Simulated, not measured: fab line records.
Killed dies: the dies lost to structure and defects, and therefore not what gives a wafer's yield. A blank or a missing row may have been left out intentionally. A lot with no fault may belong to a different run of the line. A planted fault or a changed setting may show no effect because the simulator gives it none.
fab line records ; flow n5Finfet
record lots=5; wafers=15; lastDay=20
route steps=1938 shown BEOL_M14@1718
lots that met no fault: taken from a fault-free run of the same line
startH: hours from the record's first day to the start of the lot's first wafer shown ; waitH: hours since the lot's step before ; " same as the row above ; L1.1+2: a single row standing in for several wafers ; - no value present, or no start provided ; * or withheld: withheld ; < > ~ a bound
route shown NAME@n: names a module that has steps shown in the file, with the first one's number in the route ; usual: mean and standard deviation over wafers with no fault ; same: alike in all rows ; chamber/n: place in a boat ; sites: the reading at each site ; _std_site: how widely they spread, as a standard deviation ; _edge_site: the outer-site mean with the inner-site mean subtracted ; radiusMm: for every site, how far away it sits from the centre of the wafer ; mask NAME#n: copy n ; behind: the tool/chamber that last shaped the wafer ; hold: what put the lot on hold/how long, in hours/how the hold closed ; device: whichever transistor did not switch (one of n, p or np) ; end of line: the same wafers' tests at the end of the route ; step lacking rows: just its recipe ; killed: the dies lost at the first sort to structure and to defects; this is not the yield of the wafer ; map: dies across one wafer; x = killed, . = not, _ = none there
set.NAME: the setting that was run; set.NAME@STEP: the one run at that earlier step ; model.NAME: the simulator's own value behind a step, which no gauge read
a table for each step, a row for each wafer; lots at some steps of the route
services: a tool's chamber out of use, with start hour (startH, from the record's first day; less than 0 if before it), hours out, and reason
## steps
# step N5_BEOL_M14_COAT_58
# recipe resist=BARC; tempC=205; timeS=60; spinRpm=1500; resistThkNm=89
# step N5_BEOL_M14_COAT_04
# recipe spinRpm=1704; resistThkNm=800
# step N5_BEOL_M14_EBR_06
# recipe solvent=PGMEA; ebrWidthMm=1.5
# step N5_BEOL_M14_SOFTBAKE_05
# recipe tempC=130; timeS=60
# step N5_BEOL_M14_EXPOSE_07
# recipe maskId=V13; na=0.8; sourceShape=annular; sigmaInner=0.5; sigmaOuter=0.8; polarization=unpolarized; attpsmPhaseDeg=180; doseMj=57
# step N5_BEOL_M14_PEB_08
# recipe pebTempC=130; pebTimeS=90
# step N5_BEOL_M14_DEVELOP_09
# recipe developTimeS=45; rinseLiquid=diw; dry=airSpin; devTempC=21
# step N5_BEOL_M14_HARDBAKE_14
# recipe tempC=130; timeS=120
# step N5_BEOL_M14_CD_MEAS_10
# recipe targetCdNm=250; landingEnergyEv=500; detector=seInlens; polarity=opening
# usual cdNm=248.8/2.1
lot.wafer;tool;chamber;startH;waitH;cdNm
L235.1;cdSem-02;0;274.18;-;248.6
L235.4;cdSem-02;0;274.18;-;251.6
L235.6;cdSem-02;0;274.18;-;251.4
L238.2;cdSem-02;0;307.99;-;252.9
L238.3;cdSem-02;0;307.99;-;251.7
L238.6;cdSem-02;0;307.99;-;246.9
L255.1;cdSem-01;0;422.59;-;251.1
L255.2;cdSem-01;0;422.59;-;248.2
L255.3;cdSem-01;0;422.59;-;251.8
L257.1;cdSem-01;0;450.02;-;249.3
L257.5;cdSem-01;0;450.02;-;250.3
L257.6;cdSem-01;0;450.02;-;250.8
L258.2;cdSem-03;0;450.50;-;246.9
L258.3;cdSem-03;0;450.50;-;250.6
L258.5;cdSem-03;0;450.50;-;250.2
# step N5_BEOL_M14_OVL_MEAS_11
# recipe pointsPerWafer=44
# usual V13_OVL=2/5.7
# same pointsPerWafer=44
lot.wafer;tool;chamber;startH;waitH;V13_OVL[nm]
L235.1;overlay-02;0;274.21;0.0;1
L235.4;overlay-02;0;274.21;0.0;7
L235.6;overlay-02;0;274.21;0.0;6
L238.2;overlay-02;0;308.02;0.0;-3
L238.3;overlay-02;0;308.02;0.0;3
L238.6;overlay-02;0;308.02;0.0;0
L255.1;overlay-01;0;422.62;0.0;6
L255.2;overlay-01;0;422.62;0.0;1
L255.3;overlay-01;0;422.62;0.0;3
L257.1;overlay-02;0;450.05;0.0;7
L257.5;overlay-02;0;450.05;0.0;5
L257.6;overlay-02;0;450.05;0.0;-5
L258.2;overlay-01;0;450.53;0.0;2
L258.3;overlay-01;0;450.53;0.0;0
L258.5;overlay-01;0;450.53;0.0;1
# step N5_BEOL_M14_INSPECT_12
# recipe mode=adi; inspectInstrument=macro
# usual rawDefectCount=2.1/1.4
lot.wafer;tool;chamber;startH;waitH;rawDefectCount
L235.1;defectInspect-02;-;274.23;0.0;3
L235.4;defectInspect-02;-;274.23;0.0;1
L235.6;defectInspect-02;-;274.23;0.0;3
L238.2;defectInspect-01;-;308.05;0.0;2
L238.3;defectInspect-01;-;308.05;0.0;2
L238.6;defectInspect-01;-;308.05;0.0;3
L255.1;defectInspect-02;-;422.64;0.0;2
L255.2;defectInspect-02;-;422.64;0.0;0
L255.3;defectInspect-02;-;422.64;0.0;1
L257.1;defectInspect-01;-;450.07;0.0;0
L257.5;defectInspect-01;-;450.07;0.0;0
L257.6;defectInspect-01;-;450.07;0.0;0
L258.2;defectInspect-02;-;450.55;0.0;2
L258.3;defectInspect-02;-;450.55;0.0;0
L258.5;defectInspect-02;-;450.55;0.0;1
# step N5_BEOL_M14_DESCUM_15
# recipe chemistry=O2; timeS=7.9; sourcePowerW=50; biasPowerW=20; pressureMtorr=20; rfFrequencyHz=2.712e+07; tempC=40; o2FlowSccm=225
# usual drypumpMotorCurrentA=5.6/0.39; oesProductAu=0.81/0.1; rfFwdPowerW=49.28/0.23; rfVppV=243.2/1.6; showerheadPlenumPTorr=2.10/0.086; throttleValvePct=20.4/0.3
lot.wafer;tool;chamber;startH;waitH;drypumpMotorCurrentA;oesProductAu;rfFwdPowerW;rfHoursCounterH;rfVppV;showerheadPlenumPTorr;throttleValvePct
L235.1;rieDiel-05;0;274.96;0.7;5.1;0.71;49.64;221;240.8;1.95;20.1
L235.4;rieDiel-05;1;274.96;0.7;6.2;0.74;49.15;-;244.8;2.09;20.9
L235.6;rieDiel-05;3;274.96;0.7;5.5;1.00;49.16;-;246.2;2.25;20.0
L238.2;rieDiel-04;3;308.08;0.0;5.5;0.73;49.25;190;241.8;2.02;20.7
L238.3;rieDiel-04;0;308.08;0.0;5.8;0.76;49.14;167;241.5;2.12;20.3
L238.6;rieDiel-04;1;308.08;0.0;6.2;0.68;49.34;-;241.2;1.98;20.7
L255.1;rieDiel-05;3;422.68;0.0;5.5;0.88;49.23;62;245.6;2.23;20.1
L255.2;rieDiel-05;1;422.68;0.0;6.2;0.71;48.71;209;243.3;2.08;20.9
L255.3;rieDiel-05;0;422.68;0.0;5.1;0.91;49.37;19;243.9;2.19;19.9
L257.1;rieDiel-01;1;450.11;0.0;5.8;0.72;49.31;206;244.6;2.16;20.3
L257.5;rieDiel-01;2;450.11;0.0;5.1;0.89;49.39;-;242.8;2.04;20.3
L257.6;rieDiel-01;3;450.11;0.0;5.1;0.68;49.50;-;241.1;1.99;20.8
L258.2;rieDiel-04;0;450.59;0.0;5.8;0.73;48.71;202;243.9;2.10;20.3
L258.3;rieDiel-04;3;450.59;0.0;5.5;0.68;49.41;244;241.8;2.00;20.7
L258.5;rieDiel-04;1;450.59;0.0;6.2;0.94;49.63;-;246.0;2.23;20.5
# step N5_BEOL_M14_ETCH_59
# recipe chemistry=N2/H2; target=BARC; targetDepthA=890; overetchA=267; timeS=67.9; ionEnergyEv=200; pressureMtorr=30; sourceW=840; biasW=150; n2FlowSccm=200; h2FlowSccm=200
# usual drypumpMotorCurrentA=5.6/0.39; oesProductAu=0.69/0.079; rfFwdPowerW=832/3; rfVppV=524/3; showerheadPlenumPTorr=2.54/0.1; throttleValvePct=17.8/0.33
lot.wafer;tool;chamber;startH;waitH;drypumpMotorCurrentA;oesProductAu;rfFwdPowerW;rfHoursCounterH;rfVppV;showerheadPlenumPTorr;throttleValvePct;model.coat_of_BEOL_M14_COAT_04.thkNm
L235.1;rieDiel-05;0;275.00;0.0;5.1;0.61;837;221;519;2.41;17.9;719.4
L235.4;rieDiel-05;1;275.00;0.0;6.2;0.63;827;-;522;2.51;18.1;716
L235.6;rieDiel-05;3;275.00;0.0;5.5;0.83;831;-;529;2.68;17.1;714.4
L238.2;rieDiel-04;3;308.11;0.0;5.5;0.63;834;190;521;2.41;17.9;715.8
L238.3;rieDiel-04;0;308.11;0.0;5.8;0.63;831;167;523;2.55;17.7;722
L238.6;rieDiel-04;1;308.11;0.0;6.1;0.60;831;-;521;2.41;18.2;717.2
L255.1;rieDiel-05;3;422.71;0.0;5.4;0.73;834;62;526;2.65;17.2;732
L255.2;rieDiel-05;1;422.71;0.0;6.1;0.61;825;209;524;2.49;18.2;714.8
L255.3;rieDiel-05;0;422.71;0.0;5.1;0.77;838;19;528;2.71;17.6;717.8
L257.1;rieDiel-01;1;450.14;0.0;5.8;0.62;833;206;526;2.65;18.0;721.6
L257.5;rieDiel-01;2;450.14;0.0;5.1;0.78;834;-;523;2.51;18.0;719.2
L257.6;rieDiel-01;3;450.14;0.0;5.0;0.60;832;-;521;2.38;17.9;725.2
L258.2;rieDiel-04;0;450.62;0.0;5.8;0.61;831;202;524;2.53;17.7;721.2
L258.3;rieDiel-04;3;450.62;0.0;5.5;0.60;833;244;520;2.39;18.0;719
L258.5;rieDiel-04;1;450.62;0.0;6.1;0.80;834;-;529;2.72;17.9;718.6
# step N5_BEOL_M14_VIA_ETCH_16
# recipe chemistry=C4F8/O2/Ar; target=SiO2; heInnerTorr=15; heOuterTorr=30; targetDepthA=12313; timeS=withheld; ionEnergyEv=800; pressureMtorr=20; sourceW=1905; biasW=2040; Ar_flow_sccm=400; C4F8_flow_sccm=16; O2_flow_sccm=12; ends=cleared
# usual C4F8_flow_sccm=16.00/0.044; O2_flow_sccm=12.01/0.036; drypumpMotorCurrentA=5.6/0.39; oesProductAu=0.73/0.09; rfFwdPowerW=1898/5.9; rfVppV=2232/45; showerheadPlenumPTorr=3.46/0.15; throttleValvePct=30.9/0.31
lot.wafer;tool;chamber;startH;waitH;C4F8_flow_sccm;O2_flow_sccm;drypumpMotorCurrentA;oesProductAu;rfFwdPowerW;rfVppV;showerheadPlenumPTorr;throttleValvePct;model.coat_of_BEOL_M14_COAT_04.thkNm
L235.1;rieDiel-05;0;275.05;0.0;16.02;11.98;5.2;0.64;1903;2218;3.27;30.8;467.2
L235.4;rieDiel-05;1;275.05;0.0;16.01;12.01;6.2;0.67;1897;2228;3.41;31.3;448.6
L235.6;rieDiel-05;3;275.05;0.0;15.96;11.99;5.5;0.90;1905;2231;3.69;30.6;441.6
L238.2;rieDiel-04;3;308.17;0.0;15.98;11.99;5.5;0.68;1902;2153;3.28;30.8;452.6
L238.3;rieDiel-04;0;308.17;0.0;15.97;11.97;5.8;0.67;1899;2317;3.42;30.3;450.4
L238.6;rieDiel-04;1;308.17;0.0;16.02;12.00;6.2;0.63;1905;2192;3.29;31.2;456.2
L255.1;rieDiel-05;3;422.77;0.0;16.04;11.97;5.5;0.79;1904;2227;3.65;30.7;460
L255.2;rieDiel-05;1;422.77;0.0;16.10;12.02;6.2;0.65;1893;2227;3.39;31.4;455.2
L255.3;rieDiel-05;0;422.77;0.0;16.01;12.00;5.2;0.83;1896;2253;3.64;30.7;463.6
L257.1;rieDiel-01;1;450.19;0.0;15.93;11.94;5.9;0.65;1897;2329;3.58;30.8;455.2
L257.5;rieDiel-01;2;450.19;0.0;16.03;12.02;5.1;0.83;1897;2187;3.38;30.9;453.8
L257.6;rieDiel-01;3;450.19;0.0;16.05;12.00;5.0;0.62;1911;2243;3.25;31.0;465.8
L258.2;rieDiel-04;0;450.68;0.0;16.05;11.94;5.8;0.66;1898;2315;3.40;30.3;445.4
L258.3;rieDiel-04;3;450.68;0.0;16.00;12.04;5.5;0.64;1905;2151;3.25;30.8;451.8
L258.5;rieDiel-04;1;450.68;0.0;16.03;12.04;6.1;0.86;1911;2226;3.67;31.2;453.8
# step N5_BEOL_M14_STRIP_63
# recipe chemistry=O2; powerW=600; tempC=60; pressureMtorr=30; rfFrequencyHz=6e+07; biasPowerW=0; overashFraction=0.3; o2FlowSccm=225
# usual drypumpMotorCurrentA=5.6/0.38; oesProductAu=0.81/0.1; rfVppV=3.8/0.87; showerheadPlenumPTorr=2.10/0.086; throttleValvePct=16.6/0.31
lot.wafer;tool;chamber;startH;waitH;drypumpMotorCurrentA;oesProductAu;rfHoursCounterH;rfVppV;showerheadPlenumPTorr;throttleValvePct
L235.1;rieDiel-05;0;-;-;5.2;0.71;221;4.4;1.95;16.4
L235.4;rieDiel-05;1;-;-;6.2;0.75;-;4.6;2.09;17.0
L235.6;rieDiel-05;3;-;-;5.5;1.01;-;4.4;2.25;16.2
L238.2;rieDiel-04;3;-;-;5.5;0.73;190;5.2;2.02;16.9
L238.3;rieDiel-04;0;-;-;5.8;0.76;167;3.7;2.12;16.5
L238.6;rieDiel-04;1;-;-;6.1;0.70;-;3.2;1.99;17.0
L255.1;rieDiel-05;3;-;-;5.5;0.89;62;5.0;2.23;16.3
L255.2;rieDiel-05;1;-;-;6.1;0.71;209;3.1;2.08;17.1
L255.3;rieDiel-05;0;-;-;5.2;0.91;19;3.3;2.20;16.1
L257.1;rieDiel-01;1;-;-;5.9;0.72;207;4.4;2.16;16.6
L257.5;rieDiel-01;2;-;-;5.1;0.91;-;4.2;2.04;16.5
L257.6;rieDiel-01;3;-;-;5.1;0.69;-;3.4;2.00;17.1
L258.2;rieDiel-04;0;-;-;5.9;0.73;202;2.7;2.11;16.6
L258.3;rieDiel-04;3;-;-;5.5;0.69;244;3.1;2.01;17.0
L258.5;rieDiel-04;1;-;-;6.1;0.93;-;3.8;2.24;16.6
## services
tool;chamber;startH;hours;kind
rieDiel-04;0;268.44;10.6;repair
rieDiel-05;2;269.41;-;clean
rieDiel-05;2;269.41;-;consumableReplace:focusRing
rieDiel-05;2;269.41;16.1;scheduledDown
rieDiel-05;2;269.41;16.1;ventCycle
rieDiel-04;3;273.77;2.0;repair
rieDiel-05;1;286.76;30.4;repair
rieDiel-01;1;313.20;6.2;repair
rieDiel-01;2;319.40;-;clean
rieDiel-01;2;319.40;-;consumableReplace:focusRing
rieDiel-01;2;319.40;19.2;scheduledDown
rieDiel-01;2;319.40;19.2;ventCycle
rieDiel-05;0;350.11;-;clean
rieDiel-05;0;350.11;-;consumableReplace:focusRing
rieDiel-05;0;350.11;-;consumableReplace:showerhead
rieDiel-05;0;350.11;16.8;scheduledDown
rieDiel-05;0;350.11;16.8;ventCycle
rieDiel-01;-;351.84;15.6;pm
rieDiel-04;1;380.23;18.4;repair
rieDiel-04;0;386.71;4.0;repair
rieDiel-04;-;416.71;2.8;pm
rieDiel-01;0;427.65;10.6;repair
## key
firstSign none at tools or gauges
modelEffect step=N5_BEOL_M14_ETCH_59; value=coat_of_BEOL_M14_COAT_04.thkNm; without=713.4; struck=732
modelEffect step=N5_BEOL_M14_VIA_ETCH_16; value=coat_of_BEOL_M14_COAT_04.thkNm; without=441.4; struck=460
metAt N5_BEOL_M14_ETCH_59
struckWafers L255.1
onsetBetween 275.00 422.71
fault kind=processParameterDrift; tool=rieDiel-05; chamber=-; onsetH=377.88; steps=N5_BEOL_M14_ETCH_59; channel=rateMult; offset=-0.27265; shape=step; endH=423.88; scope=struckWafersOnly
